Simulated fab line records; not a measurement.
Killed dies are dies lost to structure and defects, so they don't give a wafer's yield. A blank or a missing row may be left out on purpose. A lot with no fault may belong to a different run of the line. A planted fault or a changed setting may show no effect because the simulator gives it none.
Chamber matching || flow n5Finfet || N5_DUMMY_GATE_ETCH_31 on rieDiel-06: 4 sister chambers
The step etches SiO2 in C4F6/O2, target depth 82.5 nm, time 27.5 s. 20 wafers are shown with their chamber, then 10 later ones without.

== WAFERS WITH THEIR CHAMBER ==
{"wafer": "L075.1", "chamber": 1, "rfVppV (V)": 657, "showerheadPlenumPTorr (Torr)": 2.82, "throttleValvePct (%)": 21.69}
{"wafer": "L075.4", "chamber": 2, "rfVppV (V)": 688, "showerheadPlenumPTorr (Torr)": 2.92, "throttleValvePct (%)": 21.08}
{"wafer": "L075.6", "chamber": 3, "rfVppV (V)": 635, "showerheadPlenumPTorr (Torr)": 2.80, "throttleValvePct (%)": 21.35}
{"wafer": "L076.3", "chamber": 3, "rfVppV (V)": 635, "showerheadPlenumPTorr (Torr)": 2.80, "throttleValvePct (%)": 21.36}
{"wafer": "L076.4", "chamber": 2, "rfVppV (V)": 686, "showerheadPlenumPTorr (Torr)": 2.92, "throttleValvePct (%)": 21.09}
{"wafer": "L076.5", "chamber": 3, "rfVppV (V)": 634, "showerheadPlenumPTorr (Torr)": 2.80, "throttleValvePct (%)": 21.38}
{"wafer": "L077.4", "chamber": 2, "rfVppV (V)": 686, "showerheadPlenumPTorr (Torr)": 2.92, "throttleValvePct (%)": 21.13}
{"wafer": "L077.5", "chamber": 3, "rfVppV (V)": 636, "showerheadPlenumPTorr (Torr)": 2.80, "throttleValvePct (%)": 21.37}
{"wafer": "L077.6", "chamber": 2, "rfVppV (V)": 686, "showerheadPlenumPTorr (Torr)": 2.92, "throttleValvePct (%)": 21.10}
{"wafer": "L083.1", "chamber": 1, "rfVppV (V)": 656, "showerheadPlenumPTorr (Torr)": 2.82, "throttleValvePct (%)": 21.33}
{"wafer": "L083.3", "chamber": 0, "rfVppV (V)": 656, "showerheadPlenumPTorr (Torr)": 2.73, "throttleValvePct (%)": 21.32}
{"wafer": "L083.4", "chamber": 3, "rfVppV (V)": 634, "showerheadPlenumPTorr (Torr)": 2.79, "throttleValvePct (%)": 21.39}
{"wafer": "L084.1", "chamber": 3, "rfVppV (V)": 636, "showerheadPlenumPTorr (Torr)": 2.79, "throttleValvePct (%)": 21.39}
{"wafer": "L084.4", "chamber": 2, "rfVppV (V)": 685, "showerheadPlenumPTorr (Torr)": 2.92, "throttleValvePct (%)": 21.11}
{"wafer": "L084.6", "chamber": 0, "rfVppV (V)": 655, "showerheadPlenumPTorr (Torr)": 2.73, "throttleValvePct (%)": 21.30}
{"wafer": "L091.1", "chamber": 0, "rfVppV (V)": 655, "showerheadPlenumPTorr (Torr)": 2.72, "throttleValvePct (%)": 21.34}
{"wafer": "L091.5", "chamber": 0, "rfVppV (V)": 654, "showerheadPlenumPTorr (Torr)": 2.72, "throttleValvePct (%)": 21.34}
{"wafer": "L091.6", "chamber": 3, "rfVppV (V)": 635, "showerheadPlenumPTorr (Torr)": 2.79, "throttleValvePct (%)": 21.40}
{"wafer": "L092.1", "chamber": 0, "rfVppV (V)": 655, "showerheadPlenumPTorr (Torr)": 2.72, "throttleValvePct (%)": 21.34}
{"wafer": "L092.2", "chamber": 1, "rfVppV (V)": 656, "showerheadPlenumPTorr (Torr)": 2.81, "throttleValvePct (%)": 21.33}

SIGNATURES (means of the wafers above)
{"reading": "rfVppV", "chamber 0": 655.00, "chamber 1": 656.33, "chamber 2": 686.20, "chamber 3": 635.00, "scatter within a chamber": 0.847}
{"reading": "showerheadPlenumPTorr", "chamber 0": 2.7240, "chamber 1": 2.8167, "chamber 2": 2.9200, "chamber 3": 2.7957, "scatter within a chamber": 0.00473}
{"reading": "throttleValvePct", "chamber 0": 21.3280, "chamber 1": 21.4500, "chamber 2": 21.1020, "chamber 3": 21.3771, "scatter within a chamber": 0.0755}
Rule: for each reading, subtract the chamber's mean from the wafer's reading, divide by that reading's scatter and square the result; add these up over the readings and take the root, which gives the wafer's distance from the chamber. The wafer belongs to the nearest chamber; if the next one is less than 2 further off, it can't be placed. The scatter: the root of (the sum of the squares of (reading less its chamber's mean) over the shown wafers, divided by (wafers less chambers)).

== WAFERS MISSING THEIR CHAMBER ==
{"wafer": "L092.3", "rfVppV (V)": 686, "showerheadPlenumPTorr (Torr)": 2.91, "throttleValvePct (%)": 21.13}
{"wafer": "L092.4", "rfVppV (V)": 633, "showerheadPlenumPTorr (Torr)": 2.79, "throttleValvePct (%)": 21.41}
{"wafer": "L092.5", "rfVppV (V)": 656, "showerheadPlenumPTorr (Torr)": 2.81, "throttleValvePct (%)": 21.33}
{"wafer": "L092.6", "rfVppV (V)": 686, "showerheadPlenumPTorr (Torr)": 2.91, "throttleValvePct (%)": 21.14}
{"wafer": "L094.2", "rfVppV (V)": 655, "showerheadPlenumPTorr (Torr)": 2.72, "throttleValvePct (%)": 21.36}
{"wafer": "L094.3", "rfVppV (V)": 685, "showerheadPlenumPTorr (Torr)": 2.91, "throttleValvePct (%)": 21.16}
{"wafer": "L094.5", "rfVppV (V)": 637, "showerheadPlenumPTorr (Torr)": 2.79, "throttleValvePct (%)": 21.41}
{"wafer": "L095.1", "rfVppV (V)": 656, "showerheadPlenumPTorr (Torr)": 2.81, "throttleValvePct (%)": 21.32}
{"wafer": "L095.4", "rfVppV (V)": 686, "showerheadPlenumPTorr (Torr)": 2.91, "throttleValvePct (%)": 21.15}
{"wafer": "L095.6", "rfVppV (V)": 633, "showerheadPlenumPTorr (Torr)": 2.78, "throttleValvePct (%)": 21.40}

== THE CHAMBER EACH PASSED THROUGH ==
{"wafer": "L092.3", "from the rows above": 2, "in truth": 2}
{"wafer": "L092.4", "from the rows above": 3, "in truth": 3}
{"wafer": "L092.5", "from the rows above": 1, "in truth": 1}
{"wafer": "L092.6", "from the rows above": 2, "in truth": 2}
{"wafer": "L094.2", "from the rows above": 0, "in truth": 0}
{"wafer": "L094.3", "from the rows above": 2, "in truth": 2}
{"wafer": "L094.5", "from the rows above": 3, "in truth": 3}
{"wafer": "L095.1", "from the rows above": 1, "in truth": 1}
{"wafer": "L095.4", "from the rows above": 2, "in truth": 2}
{"wafer": "L095.6", "from the rows above": 3, "in truth": 3}
Correctly placed: 10 of 10. Not placeable from these rows: 0. Placed wrongly: 0.
